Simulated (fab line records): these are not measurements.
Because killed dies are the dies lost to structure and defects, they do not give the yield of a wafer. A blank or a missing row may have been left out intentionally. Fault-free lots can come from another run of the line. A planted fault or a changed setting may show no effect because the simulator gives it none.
The tool behind it: which one? ; flow nand_harc ; 10 lots, 30 wafers sampled, at 5 steps of a route of 1302

## WHAT THE GAUGES SHOWED, per wafer
NHARC_A_CHANNEL_HOLE_D1_INSPECT_40.
lot;measured;on;raw_defect_count
L960;day 9 10:39;defect_inspect-02;98 127 99
L959;day 9 11:59;defect_inspect-02;41 36 36
L961;day 9 22:37;defect_inspect-01;96 93 126
L963;day 11 05:02;defect_inspect-02;102 74 108
L964;day 11 05:10;defect_inspect-01;39 45 56
L973;day 15 06:38;defect_inspect-01;412 413 432 413 402 431
L974;day 15 16:52;defect_inspect-02;435 470 443 424 459 441
L976;day 16 06:25;defect_inspect-02;69 107 86
L979;day 17 19:44;defect_inspect-02;47 26 40
L981;day 18 11:54;defect_inspect-02;64 58 64

## TOOL THAT RAN EACH LOT (tool first, then ch and the chambers of the sampled wafers, then the start)
lot;NHARC_A_CHANNEL_HOLE_D1_ETCH_16;NHARC_A_CHANNEL_HOLE_D1_ETCH_19;NHARC_A_CHANNEL_HOLE_D1_ETCH_22;NHARC_A_CHANNEL_HOLE_D1_ETCH_26
L960;rie_diel-11 ch 0,1,3, day 9 04:57 or earlier;har_etch-02 ch 0,1, day 9 04:57;har_etch-02 ch 0,1, day 9 05:49;har_etch-02 ch 0,1, day 9 08:44
L959;rie_diel-13 ch 0,3, day 9 06:10 or earlier;har_etch-01 ch 1, day 9 06:10;har_etch-01 ch 1, day 9 07:06;har_etch-01 ch 1, day 9 09:56
L961;rie_diel-11 ch 1,3, day 9 16:46 or earlier;har_etch-02 ch 0,1, day 9 16:46;har_etch-02 ch 0,1, day 9 17:48;har_etch-02 ch 0,1, day 9 20:35
L963;rie_diel-13 ch 0,2,3, day 10 23:19 or earlier;har_etch-02 ch 0,1, day 10 23:19;har_etch-02 ch 0,1, day 11 00:11;har_etch-02 ch 0,1, day 11 03:08
L964;rie_diel-11 ch 0,2,3, day 10 23:28 or earlier;har_etch-01 ch 0,1, day 10 23:28;har_etch-01 ch 0,1, day 11 00:20;har_etch-01 ch 0,1, day 11 03:14
L973;rie_diel-01 ch 0,1,3, day 15 00:55 or earlier;har_etch-01 ch 0,1, day 15 00:55;har_etch-01 ch 0,1, day 15 01:47;har_etch-01 ch 0,1, day 15 04:42
L974;rie_diel-11 ch 1,3, day 15 11:09 or earlier;har_etch-01 ch 0, day 15 11:09;har_etch-01 ch 0, day 15 12:01;har_etch-01 ch 0, day 15 14:56
L976;rie_diel-01 ch 2,3, day 16 00:38 or earlier;har_etch-02 ch 0,1, day 16 00:38;har_etch-02 ch 0,1, day 16 01:31;har_etch-02 ch 0,1, day 16 04:26
L979;rie_diel-11 ch 1,2, day 17 14:02 or earlier;har_etch-02 ch 0, day 17 14:02;har_etch-02 ch 0, day 17 14:59;har_etch-02 ch 0, day 17 17:48
L981;rie_diel-11 ch 0,3, day 18 06:09 or earlier;har_etch-01 ch 0,1, day 18 06:09;har_etch-01 ch 0,1, day 18 07:01;har_etch-01 ch 0,1, day 18 09:56
- NHARC_A_CHANNEL_HOLE_D1_ETCH_16: etches the open film in O2/COS, target depth 3100 nm, time 806 s.
- NHARC_A_CHANNEL_HOLE_D1_ETCH_19: etches the open film in C4F8/O2/Ar, time 34.5 s.
- NHARC_A_CHANNEL_HOLE_D1_ETCH_22: etches the open film in C4F8/O2/Ar, time 666.7 s, target depth 1600 nm.
- NHARC_A_CHANNEL_HOLE_D1_ETCH_26: etches the open film in C4F8/O2/Ar, time 224.1 s, target depth 300 nm.

## THE ANSWER, worked out from the rows above alone
Rule: the usual values come from the lots themselves. The widest of any qualifying gaps counts: lots, ordered by their means at a reading, are off when they make up no more than a third of the lots, leave a main group of 4 or more, and stand apart from it by 3 or more times the standard deviation of that group's means. If all means in a main group match to the digits the tables above print for the reading, that group is not used. A lot without any number at a reading at which 4 lots or more have one is off too. The other lots that the step has rows for count as sound.
Off: L973, L974, at NHARC_A_CHANNEL_HOLE_D1_INSPECT_40 (raw_defect_count). Main group: mean 72, sd 28.
A tool fits if, at a process step before that reading, it ran every lot that is off, and no sound lot after the first of them. Those tools and the gauges at NHARC_A_CHANNEL_HOLE_D1_INSPECT_40 are tried in the same way. With no start given for some of its lots, NHARC_A_CHANNEL_HOLE_D1_ETCH_16 uses the hours and lot order of NHARC_A_CHANNEL_HOLE_D1_ETCH_19. Not one of the candidates tried fits.

## WHAT THE SIMULATOR HAD PUT IN
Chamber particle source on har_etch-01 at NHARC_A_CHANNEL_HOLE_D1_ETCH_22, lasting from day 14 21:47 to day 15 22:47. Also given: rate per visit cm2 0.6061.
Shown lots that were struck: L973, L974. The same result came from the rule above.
